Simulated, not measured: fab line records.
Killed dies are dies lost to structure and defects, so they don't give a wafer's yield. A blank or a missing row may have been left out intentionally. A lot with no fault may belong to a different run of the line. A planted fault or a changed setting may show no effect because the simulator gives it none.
Chamber matching    flow nand harc    ald hk-03 running NHARC_A_STAIRCASE_ALD_415: 4 sister chambers
The step deposits SiO2, target thk 30 nm, pulse time 6 s, ald cycles 300. 8 wafers are shown with their chamber, then 8 later ones without.

WAFERS WITH THEIR CHAMBER
wafer   chamber  heater power w (W)  precursor pulse height rel
L085.3  2        489                 0.984
L088.4  0        509                 0.999
L088.5  2        493                 1.026
L088.6  3        515                 0.997
L091.2  1        485                 1.024
L091.3  0        510                 0.977
L091.5  1        478                 0.954
L089.4  3        521                 0.969

WAFERS WITH NO CHAMBER GIVEN
wafer   heater power w (W)  precursor pulse height rel
L089.5  509                 1.010
L089.6  518                 1.036
L093.1  514                 1.007
L093.5  463                 1.002
L093.6  509                 1.007
L097.2  505                 1.026
L097.3  522                 1.029
L097.5  521                 1.021

THE CHAMBER EACH PASSED THROUGH
wafer    from the rows above       in truth
L089.5   can't be placed: 0 or 3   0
L089.6   can't be placed: 3 or 0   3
L093.1   can't be placed: 3 or 0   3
L093.5   1                         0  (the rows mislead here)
L093.6   0                         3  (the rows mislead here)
L097.2   0                         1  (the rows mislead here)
L097.3   can't be placed: 3 or 0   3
L097.5   can't be placed: 3 or 0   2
Correctly placed: 0 of 8. Can't be placed from these rows: 5 (the true chamber is among the candidates in 4). Placed wrongly: 3.
How it was worked out, from the rows above alone: a wafer's distance from a chamber is the root of the sum, over the readings, of the square of ((its reading less the chamber's mean) divided by the reading's scatter). If the next closest chamber is less than 2 further off than the closest, the wafer can't be placed; otherwise it belongs to the closest. Each chamber's mean is taken over the wafers shown for it. The scatter: the root of (the sum of the squares of (reading less its chamber's mean) over the shown wafers, divided by (wafers less chambers)).
